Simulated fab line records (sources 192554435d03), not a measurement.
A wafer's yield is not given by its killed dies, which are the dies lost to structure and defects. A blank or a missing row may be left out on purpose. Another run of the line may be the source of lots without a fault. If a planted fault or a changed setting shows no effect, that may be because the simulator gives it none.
The tool behind it: which one?	flow n5 finfet	10 lots with 30 wafers sampled at 6 steps, on a route of 1938 steps

## WHAT EACH GAUGE READ, for each wafer
N5_FIN_CUT_INSPECT_10: inspects for defects (brightfield).
lot	measured	on	raw defect count
L076	day 2 14:31	defect inspect-02	35 52 30
L079	day 3 09:14	defect inspect-01	44 32 31
L081	day 3 20:51	defect inspect-01	34 41 53
L083	day 4 09:26	defect inspect-01	29 43 19
L085	day 4 20:52	defect inspect-02	68 44 58
L087	day 5 09:07	defect inspect-01	50 53 29
L089	day 5 21:17	defect inspect-02	54 60 53
L091	day 6 09:23	defect inspect-02	61 30 61
L094	day 7 03:20	defect inspect-01	35 46 45
L096	day 7 17:57	defect inspect-01	38 40 42

## WHICH TOOL RAN EACH LOT (tool, then ch and the chambers of the sampled wafers, then the start)
lot	N5_FIN_SAQP_ETCH_52	N5_FIN_SAQP_MANDREL_ETCH_22	N5_FIN_SAQP_MANDREL1_REMOVE_56	N5_FIN_SAQP_ETCH_57	N5_FIN_SAQP_ETCH_65
L076	rie diel-01 ch 0,1,3, day 2 09:43	rie si-06 ch 0,2,3, day 2 09:55	rie si-02 ch 1,2, day 2 11:33	rie diel-01 ch 1,3, day 2 11:43	rie si-01 ch 0,2, day 2 11:50
L079	rie diel-01 ch 0,2, day 3 04:17	rie si-06 ch 2,3, day 3 04:28	rie si-06 ch 1,2, day 3 06:22	rie diel-01 ch 0,1, day 3 06:31	rie si-01 ch 1,2,3, day 3 06:38
L081	rie diel-01 ch 2,3, day 3 15:56	rie si-01 ch 0,1,3, day 3 16:08	rie si-06 ch 2,3, day 3 18:10	rie diel-01 ch 2,3, day 3 18:19	rie si-01 ch 0,1,3, day 3 18:26
L083	rie diel-01 ch 0,1,3, day 4 04:46	rie si-06 ch 1,3, day 4 04:58	rie si-06 ch 2,3, day 4 06:35	rie diel-04 ch 2,3, day 4 06:44	rie si-02 ch 0,1, day 4 06:51
L085	rie diel-02 ch 0,2,3, day 4 15:55	rie si-02 ch 0,1,3, day 4 16:07	rie si-01 ch 0,2,3, day 4 17:44	rie diel-01 ch 0,1,3, day 4 17:53	rie si-02 ch 0,1,2, day 4 17:59
L087	rie diel-02 ch 1,2, day 5 04:31	rie si-02 ch 0,2,3, day 5 04:42	rie si-01 ch 2,3, day 5 06:19	rie diel-02 ch 0,2,3, day 5 06:30	rie si-02 ch 0,1,2, day 5 06:37
L089	rie diel-01 ch 0,2, day 5 16:31	rie si-06 ch 0,2, day 5 16:43	rie si-01 ch 2,3, day 5 18:26	rie diel-04 ch 1,2,3, day 5 18:39	rie si-02 ch 0,3, day 5 18:45
L091	rie diel-04 ch 2,3, day 6 04:13	rie si-06 ch 1,2, day 6 04:24	rie si-02 ch 0,2, day 6 06:46	rie diel-02 ch 0,1, day 6 06:55	rie si-01 ch 1,3, day 6 07:02
L094	rie diel-01 ch 0,2,3, day 6 22:02	rie si-06 ch 0,2,3, day 6 22:14	rie si-02 ch 0,1,2, day 7 00:25	rie diel-04 ch 1,2,3, day 7 00:35	rie si-06 ch 0,1,2, day 7 00:41
L096	rie diel-04 ch 0,1,2, day 7 10:21	rie si-01 ch 1,2, day 7 10:29	rie si-02 ch 1,2,3, day 7 12:07	rie diel-04 ch 0,1,2, day 7 12:19	rie si-01 ch 0,2,3, day 7 12:23
- N5_FIN_SAQP_ETCH_52: etches SOC in N2/H2, target depth 100 nm, overetch 20 nm, time 150 s.
- N5_FIN_SAQP_MANDREL_ETCH_22: etches a-Si in HBr/Cl2, stops on SiNx, target depth 60 nm, bt time 10 s, time 30 s.
- N5_FIN_SAQP_MANDREL1_REMOVE_56: chemistry HBr/Cl2/O2, target a-Si, stops on SiNx, bt time 10 s.
- N5_FIN_SAQP_ETCH_57: etches SiNx in CH3F/O2, target depth 32.5 nm, time 46.4 s.
- N5_FIN_SAQP_ETCH_65: etches SiO2 in CF4, target depth 4 nm, time 4.4 s.

## THE ANSWER, worked out from the rows above alone
Rule: usual is defined by the lots themselves. The widest of any qualifying gaps counts: lots, ordered by their means at a reading, are off when they make up no more than a third of the lots, leave a main group of 4 or more, and stand apart from it by 3 or more times the standard deviation of that group's means. A main group whose means are all the same, to the digits that the tables above print for the reading, isn't used. A lot without any number at a reading at which 4 lots or more have one is off too. The other lots that the step has rows for count as sound.
Nothing can be told from this: no lot is off at any reading shown.

## WHAT THE SIMULATOR HAD PUT IN
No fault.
